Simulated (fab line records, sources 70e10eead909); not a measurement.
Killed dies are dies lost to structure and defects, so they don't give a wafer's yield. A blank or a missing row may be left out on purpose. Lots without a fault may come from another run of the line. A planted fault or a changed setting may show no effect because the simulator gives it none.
fab line records | flow nand_harc
record lots=23 wafers=69 last_day=34
route steps=1302 shown A_CHANNEL_HOLE_D2@583 A_CHANNEL_FILL_D2@613 A_STAIRCASE@650
lots that met no fault: from a run of the same line without faults
start_h: hours from the record's first day to the start of the lot's first wafer shown | wait_h: hours since the lot's step before | " the same as in the row above | L1.1+2: a row that stands for several wafers | - no value, or no start given | * or withheld: withheld | < > ~ a bound
route shown NAME@n: a module of which the file shows steps, and the number in the route of the first | usual: mean/standard deviation of fault-free wafers | same: alike in all rows | chamber/n: place in a boat | sites: the reading at each site | _std_site: their standard deviation | _edge_site: outer sites' mean less inner sites' | radius_mm: how far each site lies from the wafer's centre | mask NAME#n: copy n | behind: the tool/chamber that last shaped the wafer | hold: why the lot was held/for how many hours/how that ended | device: the transistor (n, p or np) that didn't switch | end of line: the same wafers' tests at the end of the route | a step without rows: its recipe alone | killed: dies lost to structure and defects at the first sort, not the wafer's yield | map: a wafer's dies, x killed, . not, _ none there
set.NAME: the setting as run; set.NAME@STEP: as run at that earlier step | model.NAME: the simulator's own value behind a step, which no gauge read
steps of the route over a sample of lots; a table a step, a row a wafer
services: from which hour (start_h, from the record's first day; less than 0 if before it) a tool's chamber was out of use, for how many hours, and why
## steps
# step NHARC_A_CHANNEL_HOLE_D2_OVL_MEAS_11
# usual overlay_x_nm=0.1/0.8 overlay_y_nm=0.2/0.57
# columns lot.wafer tool chamber start_h wait_h overlay_x_nm overlay_y_nm
L074.1 overlay-01 - 296.07 - -0.5 0.8
L074.2 " - " " -0.9 0.4
L074.5 " - " " -0.3 0.3
L076.2 overlay-02 - 313.41 - -0.4 -1.0
L076.5 " - " " -0.5 -0.8
L076.6 " - " " -0.6 -0.1
L077.1 overlay-01 - 327.62 - 1.4 0.2
L077.2 " - " " 1.6 0.2
L077.4 " - " " 1.4 -0.4
L078.3 overlay-02 - 328.34 - 0.3 0.2
L078.4 " - " " 0.0 0.4
L078.6 " - " " 0.1 0.0
L080.1 overlay-01 - 345.13 - -0.3 0.1
L080.4 " - " " 0.2 0.2
L080.6 " - " " 0.0 -0.4
L079.1 overlay-01 - 346.31 - 0.4 -0.4
L079.2 " - " " 0.3 -0.4
L079.6 " - " " 0.2 0.1
L081.1 overlay-02 - 356.25 - 0.1 0.6
L081.4 " - " " 0.1 0.7
L081.6 " - " " -0.3 0.6
L082.1 overlay-01 - 383.28 - -0.8 0.6
L082.2 " - " " -1.6 0.5
L082.4 " - " " -0.8 0.6
L083.2 overlay-01 - 388.27 - -0.1 0.5
L083.4 " - " " -0.1 0.4
L083.5 " - " " 0.0 0.2
L084.2 overlay-02 - 388.67 - 0.3 1.6
L084.3 " - " " -0.2 1.4
L084.4 " - " " -0.1 1.4
L086.1 overlay-02 - 394.71 - -0.2 -0.8
L086.2 " - " " 0.0 -0.2
L086.4 " - " " -0.2 -0.4
L085.1 overlay-02 - 401.79 - 1.7 0.7
L085.5 " - " " 1.4 0.7
L085.6 " - " " 1.1 0.3
L087.2 overlay-02 - 428.04 - 0.0 0.4
L087.4 " - " " 0.4 0.1
L087.6 " - " " 0.2 0.3
L089.3 overlay-02 - 441.04 - 0.2 0.2
L089.4 " - " " 0.4 0.2
L089.5 " - " " 0.7 -0.6
L088.1 overlay-01 - 441.89 - -0.2 0.3
L088.3 " - " " 0.2 0.5
L088.4 " - " " 0.3 0.0
L091.3 overlay-02 - 444.92 - 1.3 -0.4
L091.5 " - " " 0.9 -0.8
L091.6 " - " " 1.1 -0.9
L090.1 overlay-02 - 445.67 - 0.8 -0.6
L090.4 " - " " 2.3 -1.0
L090.6 " - " " 1.8 -0.7
L093.2 overlay-01 - 474.45 - -1.1 0.4
L093.3 " - " " -0.7 0.7
L093.6 " - " " -1.1 0.5
L092.1 overlay-01 - 474.60 - 0.6 -0.6
L092.5 " - " " 1.4 0.5
L092.6 " - " " 1.2 0.7
L094.2 overlay-02 - 487.87 - 0.0 0.9
L094.5 " - " " 0.4 0.5
L094.6 " - " " 0.8 0.5
L095.2 overlay-02 - 506.34 - -1.1 0.6
L095.3 " - " " -1.2 1.3
L095.6 " - " " -1.0 0.6
L096.1 overlay-01 - 508.74 - -0.8 0.0
L096.3 " - " " -0.5 0.5
L096.6 " - " " -0.7 0.3
L097.2 overlay-02 - 529.58 - 0.7 0.5
L097.5 " - " " 0.8 0.4
L097.6 " - " " 0.4 0.3
# step NHARC_A_CHANNEL_HOLE_D2_ETCH_39
# recipe target_depth_a=2600 over_etch_frac=0.3 time_s=325 ion_energy_ev=200 n2_flow_sccm=150 h2_flow_sccm=150 ar_flow_sccm=0 rf_w=400 bias_w=150 chemistry=N2/H2
# usual chamber_pressure_mTorr=29.996/0.028 drypump_motor_current_A=6.1/0.33 oes_product_au=0.996/0.014 rf_fwd_power_W=399.1/1.3 rf_vpp_V=431.0/1.9 showerhead_plenum_p_Torr=2.05/0.063 throttle_valve_pct=14.172/0.0094
# columns lot.wafer tool chamber start_h wait_h chamber_pressure_mTorr drypump_motor_current_A oes_product_au rf_fwd_power_W rf_hours_counter_h rf_vpp_V showerhead_plenum_p_Torr throttle_valve_pct
L074.2 rie_diel-12 3 - - 30.025 6.4 1.006 401.4 1.1 430.1 2.07 14.164
L074.1 " 1 " " 30.002 6.5 0.978 398.7 0.8 430.1 2.03 14.157
L074.5 " 3 " " 29.965 6.4 1.014 397.8 - 431.0 2.07 14.180
L076.2 rie_diel-12 2 - - 29.951 5.8 1.029 398.4 1.9 430.7 2.02 14.167
L076.6 " 1 " " 30.026 6.5 0.985 399.6 - 430.4 2.03 14.163
L076.5 " 2 " " 30.045 5.7 1.018 396.7 - 430.9 2.02 14.168
L077.2 rie_diel-08 2 - - 29.976 6.5 0.987 399.6 6.5 430.8 2.08 14.188
L077.1 " 3 " " 29.974 6.6 1.000 401.5 6.3 425.9 1.90 14.167
L077.4 " 0 " " 29.994 5.7 0.974 398.9 7.0 429.9 2.00 14.157
L078.3 rie_diel-12 0 - - 29.989 5.9 0.984 400.7 3.4 432.1 2.11 14.172
L078.4 " 3 " " 29.927 6.3 0.991 397.7 3.5 431.1 2.07 14.174
L078.6 " 0 " " 29.981 5.9 0.976 397.0 - 433.1 2.11 14.170
L080.1 rie_diel-12 0 - - 29.985 6.0 0.983 399.8 4.5 431.9 2.11 14.168
L080.6 " 2 " " 30.009 5.7 1.019 398.7 - 430.5 2.02 14.180
L080.4 " 0 " " 30.022 5.9 0.978 399.1 - 432.7 2.11 14.174
L079.2 rie_diel-08 3 - - 29.980 6.6 1.004 398.2 6.9 426.2 1.90 14.162
L079.1 " 0 " " 29.966 5.7 0.987 398.6 7.7 428.8 2.00 14.179
L079.6 " 1 " " 30.026 5.9 0.999 398.5 - 433.3 2.08 14.180
L081.1 rie_diel-12 0 - - 29.981 5.9 0.984 398.3 5.3 433.1 2.11 14.169
L081.4 " 1 " " 29.964 6.5 0.991 398.0 4.8 429.3 2.03 14.173
L081.6 " 2 " " 30.037 5.8 1.013 399.8 - 429.6 2.02 14.161
L082.1 rie_diel-08 0 - - 30.009 5.7 0.975 397.1 0.1 430.6 2.00 14.189
L082.4 " 1 " " 30.005 5.9 0.997 400.7 0.1 431.3 2.08 14.154
L082.2 " 2 " " 30.018 6.6 1.004 399.4 0.1 431.1 2.08 14.171
L083.2 rie_diel-12 2 - - 29.996 5.7 1.022 398.5 6.1 429.9 2.02 14.157
L083.4 " 0 " " 30.019 5.9 0.990 398.2 6.4 431.7 2.11 14.163
L083.5 " 2 " " 29.999 5.8 1.027 400.3 - 431.5 2.02 14.182
L084.2 rie_diel-04 3 - - 29.973 5.8 0.991 400.5 2.3 431.2 2.05 14.161
L084.4 " 0 " " 30.008 5.8 1.005 397.7 1.9 428.0 1.98 14.178
L084.3 " 2 " " 29.995 5.6 1.007 400.8 1.9 434.3 2.17 14.165
L086.4 rie_diel-12 3 - - 30.013 6.4 0.991 397.0 6.0 431.3 2.06 14.191
L086.1 " 1 " " 30.016 6.5 0.981 399.6 6.6 430.3 2.03 14.160
L086.2 " 2 " " 30.002 5.7 1.018 399.5 6.7 429.6 2.02 14.197
L085.1 rie_diel-08 0 - - 30.071 5.7 0.974 398.6 1.1 430.6 2.00 14.184
L085.5 " 1 " " 30.033 5.9 0.994 399.4 - 430.3 2.08 14.176
L085.6 " 2 " " 29.990 6.6 1.003 399.0 - 432.0 2.08 14.173
L087.2 rie_diel-04 2 - - 30.013 5.6 1.006 400.0 4.5 435.3 2.17 14.174
L087.4 " 0 " " 29.962 5.9 1.003 400.2 4.5 429.3 1.98 14.171
L087.6 " 2 " " 29.971 5.6 1.004 397.9 - 434.6 2.17 14.195
L089.4 rie_diel-12 0 - - 30.004 5.9 0.990 397.1 9.7 432.8 2.11 14.160
L089.3 " 1 " " 29.976 6.5 0.994 399.0 8.9 431.6 2.03 14.170
L089.5 " 3 " " 29.969 6.4 1.003 399.8 - 431.6 2.06 14.172
L088.4 rie_diel-04 3 - - 30.016 5.8 0.988 399.5 6.3 431.5 2.05 14.187
L088.1 " 0 " " 29.966 5.8 1.011 400.0 5.9 429.8 1.98 14.169
L088.3 " 2 " " 29.988 5.6 0.999 398.4 5.8 435.2 2.17 14.173
L091.3 rie_diel-08 3 - - 29.998 6.6 1.004 401.1 3.5 426.2 1.90 14.169
L091.6 " 1 " " 30.010 5.9 0.998 397.6 - 431.6 2.08 14.178
L091.5 " 2 " " 30.019 6.5 1.010 398.4 - 430.2 2.08 14.178
L090.4 rie_diel-04 3 - - 30.008 5.8 0.990 400.6 7.0 430.7 2.05 14.151
L090.1 " 1 " " 30.029 6.4 1.007 399.6 5.9 434.6 2.16 14.175
L090.6 " 0 " " 29.969 5.8 1.005 401.4 - 429.6 1.98 14.163
L093.3 rie_diel-04 3 - - 29.993 5.8 0.968 398.2 9.6 430.7 2.05 14.169
L093.2 " 0 " " 29.955 5.8 0.993 399.0 9.4 429.0 1.98 14.176
L093.6 " 3 " " 30.019 5.8 0.967 402.1 - 431.5 2.05 14.171
L092.1 rie_diel-12 0 - - 30.034 5.9 1.017 397.0 1.0 432.3 2.10 14.163
L092.5 " 2 " " 30.017 5.7 1.020 399.5 - 430.0 2.02 14.180
L092.6 " 3 " " 30.007 6.3 1.014 399.1 - 431.6 2.06 14.167
L094.2 rie_diel-12 2 - - 30.012 5.8 1.003 397.2 2.3 430.0 2.02 14.182
L094.5 " 2 " " 30.040 5.8 1.004 398.0 - 430.2 2.02 14.174
L094.6 " 3 " " 29.970 6.3 1.001 398.5 - 430.2 2.06 14.160
L095.2 rie_diel-12 0 - - 30.012 5.9 0.994 399.9 2.7 432.9 2.10 14.173
L095.3 " 1 " " 29.959 6.5 0.985 398.9 3.3 429.4 2.03 14.156
L095.6 " 0 " " 29.962 6.0 0.993 400.0 - 433.8 2.10 14.165
L096.1 rie_diel-08 1 - - 29.992 5.9 0.987 400.6 6.8 433.7 2.08 14.170
L096.3 " 3 " " 30.043 6.6 0.990 398.0 6.8 425.6 1.90 14.167
L096.6 " 1 " " 29.980 5.9 0.976 399.9 - 432.2 2.08 14.163
L097.2 rie_diel-12 1 - - 29.992 6.5 0.984 399.3 4.6 430.2 2.03 14.187
L097.5 " 2 " " 30.026 5.7 0.997 399.2 - 430.4 2.02 14.181
L097.6 " 3 " " 30.010 6.4 1.011 400.6 - 432.3 2.06 14.176
# step NHARC_A_CHANNEL_HOLE_D2_ETCH_25
# recipe bias_v=5000 source_w=withheld pressure_mtorr=20 time_s=1040.2 ar_flow_sccm=375 c4f8_flow_sccm=93.8 o2_flow_sccm=31.2 temp_c=-20 target_depth_a=15000 chemistry=C4F8/O2/Ar
# usual chamber_pressure_mTorr=20.001/0.018 drypump_motor_current_A=5.8/0.52 showerhead_plenum_p_Torr=3.60/0.16 throttle_valve_pct=32.235/0.0096
# columns lot.wafer tool chamber start_h wait_h chamber_pressure_mTorr drypump_motor_current_A rf_hours_counter_h showerhead_plenum_p_Torr throttle_valve_pct
L074.2 har_etch-02 1 302.85 0.6 19.990 5.9 367 3.44 32.250
L074.1 " 0 " " 19.987 5.0 359 3.73 32.241
L074.5 " 1 " " 19.986 5.9 - 3.45 32.239
L076.2 har_etch-01 1 317.74 0.7 19.982 6.5 166 3.48 32.239
L076.5 " 0 " " 20.004 5.9 - 3.57 32.230
L076.6 " 1 " " 19.991 6.5 - 3.48 32.224
L077.2 har_etch-02 1 333.48 0.6 20.001 5.9 382 3.44 32.246
L077.1 " 0 " " 19.982 5.0 374 3.72 32.233
L077.4 " 0 " " 20.003 5.0 - 3.72 32.225
L078.4 har_etch-01 1 334.60 0.7 20.004 6.5 - 3.47 32.250
L078.3 " 0 " " 19.998 5.9 - 3.56 32.226
L078.6 " 0 " " 19.998 5.9 - 3.56 32.241
L080.1 har_etch-01 0 351.10 0.7 20.016 5.9 186 3.56 32.240
L080.4 " 1 " " 20.011 6.5 - 3.47 32.244
L080.6 " 1 " " 20.001 6.5 - 3.47 32.233
L079.1 har_etch-02 0 351.23 0.6 20.004 5.0 386 3.71 32.228
L079.2 " 1 " " 20.007 5.9 393 3.43 32.234
L079.6 " 0 " " 19.995 5.0 - 3.71 32.221
L081.1 har_etch-02 1 360.41 0.6 20.014 5.9 397 3.43 32.223
L081.4 " 1 " " 19.990 5.9 - 3.43 32.218
L081.6 " 0 " " 20.018 5.0 - 3.71 32.241
L082.2 har_etch-01 0 390.05 0.6 19.971 5.9 209 3.55 32.240
L082.1 " 1 " " 20.044 6.5 209 3.45 32.244
L082.4 " 0 " " 20.010 5.9 - 3.55 32.240
L083.2 har_etch-02 0 396.92 0.6 19.977 5.0 3 3.70 32.222
L083.4 " 1 " " 20.010 5.9 - 3.93 32.240
L083.5 " 1 " " 19.998 5.9 - 3.93 32.240
L084.2 har_etch-01 0 398.55 0.7 20.008 5.9 216 3.54 32.240
L084.4 " 1 " " 19.992 6.5 - 3.45 32.255
L084.3 " 0 " " 20.044 5.9 - 3.54 32.247
L086.1 har_etch-02 0 401.09 0.6 20.004 5.0 7 3.70 32.221
L086.2 " 1 " " 19.985 5.9 7 3.92 32.242
L086.4 " 0 " " 19.966 5.0 - 3.70 32.247
L085.1 har_etch-01 1 406.45 0.6 20.022 6.5 224 3.45 32.262
L085.5 " 1 " " 20.024 6.5 - 3.45 32.234
L085.6 " 0 " " 19.984 5.9 - 3.54 32.233
L087.2 har_etch-02 0 432.25 0.7 19.959 5.0 22 3.69 32.237
L087.4 " 1 " " 20.011 5.9 - 3.92 32.233
L087.6 " 1 " " 20.014 5.9 - 3.92 32.230
L089.4 har_etch-02 0 445.53 0.7 20.008 5.0 - 3.69 32.236
L089.3 " 1 " " 19.982 5.9 - 3.91 32.237
L089.5 " 0 " " 19.993 5.0 - 3.69 32.246
L088.1 har_etch-01 0 446.20 0.7 20.004 5.9 243 3.53 32.264
L088.3 " 1 " " 20.013 6.5 - 3.44 32.233
L088.4 " 0 " " 19.995 5.9 - 3.53 32.230
L091.3 har_etch-02 1 454.02 0.7 19.997 5.9 - 3.91 32.238
L091.6 " 0 " " 19.994 5.0 - 3.69 32.248
L091.5 " 1 " " 19.983 5.9 - 3.91 32.218
L090.1 har_etch-01 1 454.49 0.6 19.967 6.5 251 3.43 32.233
L090.4 " 0 " " 19.985 5.9 - 3.52 32.239
L090.6 " 1 " " 19.964 6.5 - 3.43 32.239
L093.2 har_etch-02 0 478.78 0.7 19.987 5.0 53 3.68 32.238
L093.3 " 0 " " 20.015 5.0 - 3.68 32.226
L093.6 " 1 " " 20.014 5.9 - 3.90 32.242
L092.1 har_etch-01 1 481.06 0.6 19.986 6.5 266 3.42 32.245
L092.6 " 1 " " 20.004 6.5 - 3.42 32.226
L092.5 " 0 " " 20.011 5.9 - 3.52 32.235
L094.2 har_etch-02 0 494.82 0.6 19.992 5.0 64 3.67 32.241
L094.5 " 0 " " 19.997 5.1 - 3.67 32.241
L094.6 " 1 " " 20.015 5.9 - 3.89 32.237
L095.2 har_etch-01 1 510.66 0.7 20.003 6.5 281 3.42 32.225
L095.3 " 1 " " 20.021 6.5 - 3.42 32.237
L095.6 " 0 " " 19.988 5.9 - 3.51 32.217
L096.1 har_etch-01 0 514.68 0.6 19.985 5.9 285 3.51 32.243
L096.3 " 1 " " 19.991 6.5 - 3.42 32.230
L096.6 " 1 " " 20.034 6.5 - 3.42 32.212
L097.2 har_etch-01 0 533.75 0.6 19.994 5.9 293 3.50 32.224
L097.6 " 0 " " 20.028 5.9 - 3.50 32.228
L097.5 " 1 " " 19.982 6.5 - 3.41 32.244
# step NHARC_A_CHANNEL_FILL_D2_ALD_03
# recipe target_thk_a=60 pulse_time_s=60 ald_cycles=58 temp_c=630 pressure_torr=2 material=SiNx
# usual precursor_pulse_height_rel=1.001/0.021
# columns lot.wafer tool chamber start_h wait_h precursor_pulse_height_rel
L074.1 ald_sin_batch-02 0 - - 1.001
L074.2 " 0 " " 0.983
L074.5 " 0 " " 1.005
L076.2 ald_sin_batch-02 0 - - 1.025
L076.5 " 0 " " 1.016
L076.6 " 0 " " 1.020
L077.1 ald_sin_batch-03 0 - - 0.998
L077.2 " 0 " " 0.973
L077.4 " 0 " " 0.959
L078.3 ald_sin_batch-03 0 - - 0.950
L078.4 " 0 " " 1.019
L078.6 " 0 " " 0.993
L079.1 ald_sin_batch-01 0 - - 0.970
L079.2 " 0 " " 1.013
L079.6 " 0 " " 0.979
L080.1 ald_sin_batch-01 0 - - 1.055
L080.4 " 0 " " 0.965
L080.6 " 0 " " 0.984
L081.1 ald_sin_batch-03 0 - - 0.965
L081.4 " 0 " " 0.997
L081.6 " 0 " " 1.031
L082.1 ald_sin_batch-02 0 - - 1.002
L082.2 " 0 " " 0.979
L082.4 " 0 " " 0.989
L083.2 ald_sin_batch-02 0 - - 0.999
L083.4 " 0 " " 0.998
L083.5 " 0 " " 1.015
L084.2 ald_sin_batch-02 0 - - 1.016
L084.3 " 0 " " 1.029
L084.4 " 0 " " 0.963
L086.1 ald_sin_batch-01 0 - - 0.987
L086.2 " 0 " " 0.996
L086.4 " 0 " " 0.978
L085.1 ald_sin_batch-02 0 - - 1.005
L085.5 " 0 " " 1.000
L085.6 " 0 " " 0.991
L087.2 ald_sin_batch-01 0 - - 1.011
L087.4 " 0 " " 1.024
L087.6 " 0 " " 0.982
L088.1 ald_sin_batch-01 0 - - 1.003
L088.3 " 0 " " 1.013
L088.4 " 0 " " 0.966
L089.3 ald_sin_batch-01 0 - - 1.019
L089.4 " 0 " " 1.034
L089.5 " 0 " " 1.039
L090.1 ald_sin_batch-01 0 - - 1.014
L090.4 " 0 " " 0.971
L090.6 " 0 " " 1.013
L091.3 ald_sin_batch-01 0 - - 1.041
L091.5 " 0 " " 0.968
L091.6 " 0 " " 1.013
L092.1 ald_sin_batch-01 0 - - 0.966
L092.5 " 0 " " 0.983
L092.6 " 0 " " 0.985
L093.2 ald_sin_batch-01 0 - - 0.985
L093.3 " 0 " " 0.992
L093.6 " 0 " " 1.005
L094.2 ald_sin_batch-01 0 - - 1.022
L094.5 " 0 " " 1.012
L094.6 " 0 " " 1.001
L095.2 ald_sin_batch-02 0 - - 1.002
L095.3 " 0 " " 1.010
L095.6 " 0 " " 1.000
L096.1 ald_sin_batch-02 0 - - 0.997
L096.3 " 0 " " 0.984
L096.6 " 0 " " 0.997
L097.2 ald_sin_batch-02 0 - - 0.999
L097.5 " 0 " " 0.995
L097.6 " 0 " " 0.995
# step NHARC_A_CHANNEL_FILL_D2_ALD_16
# recipe target_thk_a=15 pulse_time_s=10 ald_cycles=15 temp_c=300 material=SiO2
# usual heater_power_w=457/39 precursor_pulse_height_rel=1.000/0.02
# columns lot.wafer tool chamber start_h wait_h heater_power_w precursor_pulse_height_rel
L074.1 ald_hk-04 3 318.05 0.0 396 0.991
L074.2 " 2 " " 496 0.966
L074.5 " 3 " " 406 0.989
L076.2 ald_hk-01 3 332.81 0.1 444 1.008
L076.6 " 2 " " 387 1.030
L076.5 " 3 " " 438 1.016
L077.1 ald_hk-03 1 348.67 0.0 501 0.981
L077.2 " 2 " " 460 1.010
L077.4 " 0 " " 456 1.011
L078.3 ald_hk-03 1 348.89 0.3 490 1.034
L078.4 " 2 " " 483 1.011
L078.6 " 3 " " 413 0.984
L079.2 ald_hk-03 1 366.12 0.0 495 0.997
L079.1 " 2 " " 490 0.997
L079.6 " 1 " " 487 0.985
L080.1 ald_hk-01 1 366.15 0.1 510 1.008
L080.4 " 2 " " 381 0.973
L080.6 " 1 " " 503 0.999
L081.1 ald_hk-04 1 375.65 0.1 422 1.022
L081.4 " 2 " " 495 1.009
L081.6 " 0 " " 493 1.015
L082.4 ald_hk-04 3 407.40 0.1 401 1.017
L082.1 " 0 " " 484 0.990
L082.2 " 1 " " 418 1.031
L084.4 ald_hk-03 0 412.17 0.1 482 1.034
L084.3 " 1 " " 513 1.030
L084.2 " 2 " " 463 0.996
L083.4 ald_hk-04 0 412.21 0.1 477 1.008
L083.2 " 1 " " 423 1.020
L083.5 " 3 " " 402 0.987
L086.2 ald_hk-04 0 416.32 0.0 493 1.050
L086.4 " 1 " " 431 0.977
L086.1 " 2 " " 494 0.993
L085.1 ald_hk-01 3 421.68 0.0 431 0.998
L085.6 " 3 " " 442 1.017
L085.5 " 0 " " 464 0.999
L087.4 ald_hk-03 3 448.95 0.0 439 1.004
L087.2 " 2 " " 473 0.990
L087.6 " 3 " " 429 0.970
L088.1 ald_hk-03 0 460.42 0.0 479 0.990
L088.4 " 1 " " 502 0.992
L088.3 " 3 " " 430 1.009
L089.3 ald_hk-01 1 460.42 0.0 504 1.003
L089.4 " 2 " " 387 1.030
L089.5 " 2 " " 372 1.007
L091.3 ald_hk-04 2 468.76 0.1 507 0.998
L091.5 " 2 " " 511 0.988
L091.6 " 3 " " 406 1.017
L090.1 ald_hk-03 0 468.79 0.1 484 1.015
L090.4 " 2 " " 471 0.997
L090.6 " 3 " " 416 1.009
L093.3 ald_hk-04 0 494.58 0.1 482 0.976
L093.2 " 2 " " 497 1.010
L093.6 " 3 " " 411 0.990
L092.1 ald_hk-04 1 494.77 0.3 411 1.028
L092.6 " 3 " " 408 1.018
L092.5 " 0 " " 488 1.012
L094.2 ald_hk-03 3 510.31 0.1 424 0.991
L094.5 " 2 " " 477 1.002
L094.6 " 3 " " 428 1.022
L095.2 ald_hk-04 0 525.62 0.0 472 1.019
L095.3 " 1 " " 417 0.964
L095.6 " 1 " " 422 0.975
L096.3 ald_hk-04 0 530.14 0.0 479 0.947
L096.1 " 2 " " 499 0.964
L096.6 " 1 " " 412 0.967
L097.2 ald_hk-03 3 549.07 0.1 417 1.015
L097.5 " 1 " " 492 0.962
L097.6 " 2 " " 473 1.007
# step NHARC_A_STAIRCASE_DESCUM_168
# recipe time_s=3 o2_flow_sccm=200 ar_flow_sccm=0 bias_power_w=0 chemistry=O2
# usual chamber_pressure_mTorr=59.99/0.05 drypump_motor_current_A=5.6/0.37 oes_product_au=1.002/0.016 rf_vpp_V=57.7/0.91 showerhead_plenum_p_Torr=1.92/0.09 throttle_valve_pct=11.311/0.0082
# columns lot.wafer tool chamber start_h wait_h chamber_pressure_mTorr drypump_motor_current_A oes_product_au rf_hours_counter_h rf_vpp_V showerhead_plenum_p_Torr throttle_valve_pct
L074.1 rie_diel-01 1 358.11 - 60.03 5.7 1.014 46 57.9 1.94 11.318
L074.2 " 2 " " 59.95 5.7 0.992 44 55.9 1.86 11.305
L074.5 " 0 " " 59.87 6.2 0.996 - 56.9 1.84 11.308
L076.2 rie_diel-13 1 370.51 - 59.98 6.1 1.022 6 58.5 2.04 11.306
L076.6 " 3 " " 60.04 5.2 1.038 - 57.8 2.00 11.296
L076.5 " 0 " " 60.01 6.3 1.017 - 57.3 1.79 11.303
L078.4 rie_diel-02 1 385.06 - 60.06 5.3 1.002 45 56.3 1.96 11.322
L078.3 " 3 " " 59.99 5.3 0.983 45 57.9 2.04 11.306
L078.6 " 2 " " 60.07 6.0 1.020 - 57.4 1.82 11.302
L077.2 rie_diel-13 2 385.23 - 60.08 5.5 0.986 7 58.0 2.03 11.314
L077.1 " 3 " " 59.95 5.2 1.026 8 57.8 2.00 11.307
L077.4 " 1 " " 59.95 6.1 1.004 8 58.5 2.04 11.311
L080.1 rie_diel-02 2 403.55 - 59.99 5.9 1.011 0 56.6 1.82 11.312
L080.4 " 1 " " 60.07 5.3 1.004 0 58.2 1.96 11.309
L080.6 " 3 " " 59.94 5.3 0.998 - 58.9 2.04 11.318
L079.2 rie_diel-02 1 403.72 - 59.98 5.4 0.996 0 58.9 1.96 11.310
L079.1 " 2 " " 59.98 5.9 0.997 0 58.4 1.82 11.326
L079.6 " 0 " " 60.03 5.6 0.991 - 57.4 1.80 11.317
L081.1 rie_diel-02 3 413.95 - 59.99 5.3 0.995 4 59.2 2.04 11.307
L081.4 " 0 " " 59.92 5.6 1.008 6 56.2 1.80 11.321
L081.6 " 3 " " 59.93 5.3 0.987 - 59.5 2.04 11.311
L082.4 rie_diel-13 2 446.08 - 60.01 5.5 0.990 33 56.9 2.03 11.316
L082.2 " 3 " " 59.99 5.2 1.034 21 58.3 1.99 11.302
L082.1 " 0 " " 59.98 6.3 1.012 32 57.1 1.78 11.313
L083.4 rie_diel-01 0 451.70 - 59.98 6.2 1.008 22 58.6 1.83 11.313
L083.2 " 3 " " 59.90 5.1 0.975 23 58.2 1.96 11.300
L083.5 " 0 " " 59.99 6.2 1.012 - 57.6 1.83 11.301
L086.1 rie_diel-01 3 451.85 - 60.04 5.1 0.977 23 57.8 1.96 11.306
L086.2 " 0 " " 60.06 6.2 0.998 22 56.7 1.83 11.302
L086.4 " 2 " " 59.99 5.7 1.002 24 57.1 1.85 11.297
L084.2 rie_diel-02 0 454.61 - 59.98 5.6 0.989 16 57.4 1.80 11.320
L084.4 " 2 " " 60.07 6.0 1.001 13 57.9 1.81 11.303
L084.3 " 3 " " 60.03 5.3 0.991 12 58.1 2.04 11.306
L085.1 rie_diel-02 1 462.77 - 60.08 5.3 1.008 20 58.4 1.95 11.309
L085.5 " 3 " " 60.01 5.3 1.003 - 58.1 2.04 11.307
L085.6 " 0 " " 59.98 5.6 0.996 - 57.4 1.80 11.322
L087.2 rie_diel-01 2 486.49 - 60.00 5.7 0.999 42 57.4 1.84 11.320
L087.4 " 3 " " 59.91 5.2 0.984 42 58.5 1.95 11.319
L087.6 " 1 " " 59.97 5.6 0.996 - 57.0 1.93 11.299
L088.3 rie_diel-01 0 497.11 - 60.03 6.2 1.005 38 55.1 1.82 11.310
L088.1 " 1 " " 59.90 5.7 0.991 33 58.1 1.93 11.309
L088.4 " 3 " " 59.99 5.1 0.978 43 57.2 1.95 11.296
L089.3 rie_diel-01 0 497.27 - 59.90 6.2 0.995 38 56.6 1.82 11.322
L089.4 " 3 " " 59.98 5.1 0.974 43 58.6 1.95 11.308
L089.5 " 1 " " 60.06 5.7 0.985 - 59.1 1.93 11.323
L091.3 rie_diel-13 2 505.66 - 60.01 5.5 1.011 55 58.8 2.02 11.322
L091.5 " 3 " " 59.92 5.2 1.044 - 57.5 1.99 11.314
L091.6 " 2 " " 60.04 5.5 1.016 - 57.8 2.02 11.317
L090.1 rie_diel-13 1 509.55 - 60.06 6.1 1.012 49 57.9 2.02 11.310
L090.6 " 2 " " 59.93 5.5 1.005 - 58.1 2.02 11.327
L090.4 " 3 " " 60.02 5.2 1.048 - 58.0 1.99 11.294
L093.3 rie_diel-13 3 536.93 - 60.03 5.2 1.016 4 58.3 1.98 11.305
L093.2 " 0 " " 60.04 6.3 1.014 5 56.6 1.77 11.317
L093.6 " 2 " " 59.90 5.5 1.015 - 58.3 2.02 11.305
L092.1 rie_diel-13 2 537.19 - 59.99 5.5 1.002 3 58.6 2.02 11.328
L092.6 " 3 " " 59.92 5.2 1.022 - 57.0 1.98 11.316
L092.5 " 0 " " 60.10 6.3 1.014 - 57.8 1.77 11.302
L094.2 rie_diel-01 0 549.96 - 59.97 6.2 0.992 55 57.4 1.82 11.314
L094.6 " 2 " " 60.00 5.7 0.997 - 57.7 1.84 11.315
L094.5 " 3 " " 60.06 5.2 0.983 - 55.6 1.95 11.299
L095.3 rie_diel-02 2 562.91 - 59.97 6.0 0.986 55 56.2 1.80 11.304
L095.2 " 0 " " 59.99 5.6 0.986 51 57.6 1.79 11.306
L095.6 " 3 " " 59.92 5.2 0.994 - 58.9 2.02 11.310
L096.1 rie_diel-01 1 567.27 - 59.97 5.6 1.002 0 55.7 1.92 11.313
L096.3 " 0 " " 60.01 6.2 0.988 0 56.4 1.82 11.310
L096.6 " 2 " " 59.96 5.6 0.997 - 56.5 1.84 11.317
L097.2 rie_diel-02 0 587.75 - 59.95 5.6 0.998 0 55.3 1.78 11.309
L097.5 " 3 " " 59.95 5.3 0.972 - 58.1 2.02 11.308
L097.6 " 0 " " 60.05 5.6 0.987 - 56.1 1.78 11.296
## services
# columns tool chamber start_h hours kind
ald_hk-04 - 284.62 1.4 repair
rie_diel-12 2 293.96 1.9 repair
rie_diel-13 1 306.29 4.5 repair
rie_diel-08 2 307.16 6.4 repair
rie_diel-01 1 334.47 3.8 repair
rie_diel-12 3 335.88 17.3 repair
ald_sin_batch-01 - 336.11 1.8 repair
rie_diel-13 - 342.01 9.0 pm
rie_diel-02 3 351.81 12.9 repair
har_etch-02 - 377.00 17.0 pm
rie_diel-13 1 378.30 5.1 repair
rie_diel-01 - 380.90 9.0 pm
ald_hk-03 - 390.00 10.0 pm
rie_diel-13 3 391.08 21.6 repair
rie_diel-02 - 393.92 9.0 pm
rie_diel-01 1 431.94 13.4 repair
ald_hk-04 - 433.62 10.0 pm
rie_diel-12 - 445.40 9.0 pm
rie_diel-13 1 492.24 6.6 repair
rie_diel-13 0 495.00 16.7 repair
ald_sin_batch-01 - 506.00 26.0 pm
rie_diel-01 - 557.90 9.0 pm
ald_hk-03 - 568.00 10.0 pm
rie_diel-02 - 573.51 9.0 pm
## key
fault none
